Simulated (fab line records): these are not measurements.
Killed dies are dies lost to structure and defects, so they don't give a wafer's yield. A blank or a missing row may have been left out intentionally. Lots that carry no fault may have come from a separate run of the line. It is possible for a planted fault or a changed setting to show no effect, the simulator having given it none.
Matching of chambers || flow n5Finfet || N5_BEOL_M10_ALD_74 on aldMetal-03: 4 sister chambers
The step deposits TaN, target thk 2 nm, pulse time 2 s, purge time 3 s. 8 wafers are shown with their chamber, then 8 later ones without.

WAFERS PAIRED WITH THEIR CHAMBERS
{"wafer": "L078.3", "chamber": 3, "heaterPowerW (W)": 398, "mfcCarrierSccm (sccm)": 1500}
{"wafer": "L081.1", "chamber": 3, "heaterPowerW (W)": 409, "mfcCarrierSccm (sccm)": 1497}
{"wafer": "L081.4", "chamber": 0, "heaterPowerW (W)": 382, "mfcCarrierSccm (sccm)": 1495}
{"wafer": "L081.6", "chamber": 2, "heaterPowerW (W)": 428, "mfcCarrierSccm (sccm)": 1507}
{"wafer": "L087.2", "chamber": 0, "heaterPowerW (W)": 402, "mfcCarrierSccm (sccm)": 1507}
{"wafer": "L087.5", "chamber": 1, "heaterPowerW (W)": 420, "mfcCarrierSccm (sccm)": 1503}
{"wafer": "L087.6", "chamber": 2, "heaterPowerW (W)": 434, "mfcCarrierSccm (sccm)": 1493}
{"wafer": "L088.3", "chamber": 1, "heaterPowerW (W)": 405, "mfcCarrierSccm (sccm)": 1490}

WAFERS MISSING THEIR CHAMBER
{"wafer": "L088.4", "heaterPowerW (W)": 403, "mfcCarrierSccm (sccm)": 1504}
{"wafer": "L088.6", "heaterPowerW (W)": 395, "mfcCarrierSccm (sccm)": 1495}
{"wafer": "L093.1", "heaterPowerW (W)": 400, "mfcCarrierSccm (sccm)": 1497}
{"wafer": "L093.2", "heaterPowerW (W)": 408, "mfcCarrierSccm (sccm)": 1499}
{"wafer": "L093.5", "heaterPowerW (W)": 398, "mfcCarrierSccm (sccm)": 1508}
{"wafer": "L097.2", "heaterPowerW (W)": 398, "mfcCarrierSccm (sccm)": 1496}
{"wafer": "L097.4", "heaterPowerW (W)": 407, "mfcCarrierSccm (sccm)": 1503}
{"wafer": "L097.6", "heaterPowerW (W)": 413, "mfcCarrierSccm (sccm)": 1493}

WHICH CHAMBER EACH WENT THROUGH
{"wafer": "L088.4", "from the rows above": "can't be placed: 3 or 0 or 1", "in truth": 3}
{"wafer": "L088.6", "from the rows above": "can't be placed: 0 or 3 or 1", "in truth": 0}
{"wafer": "L093.1", "from the rows above": "can't be placed: 3 or 0 or 1", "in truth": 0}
{"wafer": "L093.2", "from the rows above": "can't be placed: 3 or 1 or 0 or 2", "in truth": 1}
{"wafer": "L093.5", "from the rows above": "can't be placed: 0 or 3 or 1", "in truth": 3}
{"wafer": "L097.2", "from the rows above": "can't be placed: 3 or 0 or 1", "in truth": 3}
{"wafer": "L097.4", "from the rows above": "can't be placed: 3 or 1 or 0 or 2", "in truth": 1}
{"wafer": "L097.6", "from the rows above": "can't be placed: 1 or 3 or 2 or 0", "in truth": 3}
Correctly placed: 0 of 8. Cannot be placed on the basis of these rows: 8; the candidates contain the true chamber in 8. Wrongly placed: 0.
How it was worked out, from the rows above alone: a wafer's distance from a chamber is the root of the sum, over the readings, of the square of ((its reading less the chamber's mean) divided by the reading's scatter). If the next closest chamber is less than 2 further off than the closest, the wafer can't be placed; otherwise it belongs to the closest. For every chamber, the mean is computed from those of its wafers that are shown. The scatter: take each reading less its chamber's mean, square it, sum over the shown wafers, divide by the number of wafers less the number of chambers, and take the root.
